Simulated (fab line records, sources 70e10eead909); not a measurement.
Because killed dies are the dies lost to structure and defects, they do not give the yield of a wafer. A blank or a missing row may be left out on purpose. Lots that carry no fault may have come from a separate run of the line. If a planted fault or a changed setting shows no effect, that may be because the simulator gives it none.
Which tool is to blame? | flow nand harc | 72 wafers from 24 lots sampled at 3 of the route's 1159 steps

## WHAT EACH GAUGE READ, for each wafer
NHARC_A_CONTACT_INSPECT_71.
lot  | measured     | on                | raw defect count
L075 | day 16 17:26 | defect inspect-01 | 22 28 38
L076 | day 16 18:22 | defect inspect-02 | 13 25 21
L074 | day 16 22:55 | defect inspect-02 | 15 7 13
L079 | day 17 07:07 | defect inspect-02 | 14 19 13
L078 | day 17 08:55 | defect inspect-01 | 21 23 34
L080 | day 17 12:33 | defect inspect-02 | 26 34 31
L077 | day 17 20:11 | defect inspect-02 | 8 15 8
L081 | day 18 05:43 | defect inspect-02 | 40 32 26
L083 | day 18 18:17 | defect inspect-02 | 27 19 20
L082 | day 18 18:00 | defect inspect-02 | 29 39 45
L084 | day 19 03:59 | defect inspect-01 | 28 25 25
L086 | day 19 21:29 | defect inspect-02 | 17 21 14
L085 | day 19 21:51 | defect inspect-01 | 28 20 26
L087 | day 20 02:47 | defect inspect-01 | 25 29 34
L091 | day 20 12:44 | defect inspect-01 | 33 33 29
L090 | day 20 15:53 | defect inspect-01 | 27 26 24
L089 | day 20 17:39 | defect inspect-02 | 34 34 33
L088 | day 20 18:15 | defect inspect-01 | 14 12 15
L093 | day 20 23:58 | defect inspect-02 | 43 46 44
L092 | day 21 07:08 | defect inspect-01 | 16 24 29
L094 | day 21 09:24 | defect inspect-01 | 25 15 20
L096 | day 21 10:44 | defect inspect-01 | 44 50 36
L095 | day 21 14:22 | defect inspect-01 | 46 34 28
L097 | day 22 12:46 | defect inspect-02 | 38 41 46

## TOOL THAT RAN EACH LOT (tool first, then ch and the chambers of the sampled wafers, then the start)
lot  | NHARC_A_CONTACT_ETCH_50                       | NHARC_A_CONTACT_ETCH_111
L075 | rie diel-12 ch 0,1, day 16 11:58 or earlier   | har cap etch-01 ch 0,1, day 16 11:58
L076 | rie diel-01 ch 0,1, day 16 12:35 or earlier   | har cap etch-02 ch 0,1, day 16 12:35
L074 | rie diel-01 ch 0,3, day 16 16:05 or earlier   | har cap etch-01 ch 0,1, day 16 16:05
L079 | rie diel-11 ch 2,3, day 17 01:07 or earlier   | har cap etch-02 ch 0,1, day 17 01:07
L078 | rie diel-11 ch 1,3, day 17 03:27 or earlier   | har cap etch-03 ch 0,1, day 17 03:27
L080 | rie diel-11 ch 0,1,2, day 17 05:50 or earlier | har cap etch-01 ch 0,1, day 17 05:50
L077 | rie diel-11 ch 0,2,3, day 17 13:20 or earlier | har cap etch-02 ch 0,1, day 17 13:20
L081 | rie diel-12 ch 0,1,2, day 17 23:44 or earlier | har cap etch-02 ch 0,1, day 17 23:44
L083 | rie diel-11 ch 1,2,3, day 18 12:07 or earlier | har cap etch-02 ch 0,1, day 18 12:07
L082 | rie diel-12 ch 1,2, day 18 12:15 or earlier   | har cap etch-03 ch 0, day 18 12:15
L084 | rie diel-11 ch 0,2,3, day 18 21:23 or earlier | har cap etch-01 ch 0,1, day 18 21:23
L086 | rie diel-12 ch 0,3, day 19 15:13 or earlier   | har cap etch-02 ch 0,1, day 19 15:13
L085 | rie diel-11 ch 2,3, day 19 16:10 or earlier   | har cap etch-01 ch 0,1, day 19 16:10
L087 | rie diel-11 ch 0,1,2, day 19 21:15 or earlier | har cap etch-03 ch 0,1, day 19 21:15
L091 | rie diel-01 ch 0,1,3, day 20 04:35 or earlier | har cap etch-01 ch 0,1, day 20 04:35
L090 | rie diel-12 ch 0,2,3, day 20 07:17 or earlier | har cap etch-01 ch 0,1, day 20 07:17
L089 | rie diel-11 ch 0,2, day 20 10:27 or earlier   | har cap etch-02 ch 0,1, day 20 10:27
L088 | rie diel-11 ch 1,3, day 20 12:41 or earlier   | har cap etch-01 ch 1, day 20 12:41
L093 | rie diel-12 ch 0,1, day 20 15:39 or earlier   | har cap etch-03 ch 0,1, day 20 15:39
L092 | rie diel-01 ch 0,1, day 20 19:08 or earlier   | har cap etch-02 ch 0, day 20 19:08
L094 | rie diel-11 ch 0,1,2, day 20 21:37 or earlier | har cap etch-03 ch 0,1, day 20 21:37
L096 | rie diel-01 ch 1,2,3, day 20 22:11 or earlier | har cap etch-02 ch 0,1, day 20 22:11
L095 | rie diel-01 ch 1,2,3, day 21 05:02 or earlier | har cap etch-01 ch 0,1, day 21 05:02
L097 | rie diel-11 ch 1,2,3, day 22 07:20 or earlier | har cap etch-03 ch 0, day 22 07:20
- NHARC_A_CONTACT_ETCH_50: etches the open film in CF4/CHF3, target depth 84.7 nm, time 42.4 s.
- NHARC_A_CONTACT_ETCH_111: etches the open film in C4F8/O2/Ar, time 140 s, target depth 700 nm.

## WHAT THE TOOLS THEMSELVES READ (means of the sampled wafers that have a number; where no wafer has one, the mark that the record gives instead)
NHARC_A_CONTACT_ETCH_50.
lot  | tool        | drypump motor current A (A) | oes product au (a.u.) | rf vpp V (V) | showerhead plenum p Torr (Torr) | throttle valve pct (%)
L075 | rie diel-12 | 5.3                         | 0.920                 | 373.1        | 1.65                            | 16.803
L076 | rie diel-01 | 5.9                         | 0.976                 | 369.3        | 1.54                            | 16.805
L074 | rie diel-01 | 6.3                         | 0.973                 | 368.5        | 1.52                            | 16.803
L079 | rie diel-11 | 5.8                         | 0.952                 | 369.2        | 1.52                            | 16.804
L078 | rie diel-11 | 5.7                         | 0.946                 | 372.3        | 1.64                            | 16.799
L080 | rie diel-11 | 5.7                         | 0.976                 | 371.5        | 1.60                            | 16.808
L077 | rie diel-11 | 5.7                         | 0.976                 | 371.0        | 1.58                            | 16.798
L081 | rie diel-12 | 5.2                         | 0.971                 | 375.1        | 1.67                            | 16.807
L083 | rie diel-11 | 5.7                         | 0.974                 | 369.7        | 1.58                            | 16.803
L082 | rie diel-12 | 5.1                         | 0.956                 | 374.0        | 1.66                            | 16.806
L084 | rie diel-11 | 5.7                         | 0.949                 | 370.6        | 1.58                            | 16.806
L086 | rie diel-12 | 5.5                         | 0.970                 | 374.5        | 1.68                            | 16.804
L085 | rie diel-11 | 5.8                         | 0.967                 | 370.2        | 1.56                            | 16.808
L087 | rie diel-11 | 5.6                         | 0.955                 | 372.0        | 1.60                            | 16.797
L091 | rie diel-01 | 6.1                         | 0.928                 | 370.0        | 1.55                            | 16.800
L090 | rie diel-12 | 5.3                         | 0.926                 | 374.6        | 1.68                            | 16.811
L089 | rie diel-11 | 5.7                         | 0.953                 | 371.7        | 1.59                            | 16.803
L088 | rie diel-11 | 5.7                         | 0.969                 | 371.5        | 1.61                            | 16.806
L093 | rie diel-12 | 5.3                         | 0.983                 | 372.9        | 1.65                            | 16.797
L092 | rie diel-01 | 5.9                         | 0.935                 | 369.4        | 1.54                            | 16.800
L094 | rie diel-11 | 5.6                         | 0.977                 | 371.7        | 1.60                            | 16.803
L096 | rie diel-01 | 6.2                         | 0.924                 | 371.0        | 1.59                            | 16.801
L095 | rie diel-01 | 6.2                         | 0.928                 | 370.3        | 1.59                            | 16.805
L097 | rie diel-11 | 5.7                         | 0.960                 | 371.3        | 1.57                            | 16.806

## THE ANSWER, worked out from the rows above alone
Rule: the usual values come from the lots themselves. The widest of any qualifying gaps counts: lots, ordered by their means at a reading, are off when they make up no more than a third of the lots, leave a main group of 4 or more, and stand apart from it by 3 or more times the standard deviation of that group's means. A main group whose means are all the same, to the digits that the tables above print for the reading, isn't used. A lot without any number at a reading at which 4 lots or more have one is off too. The other lots that the step has rows for count as sound. Order of review: gauges by route order, followed by the tools' own readings, for which a lot's mean as printed above is used. At the first step where some lot is off, the reading lying furthest off is the one used; lots without a number count as furthest.
Nothing can be told from this: no lot is off at any reading shown.

## WHAT THE SIMULATOR PUT IN
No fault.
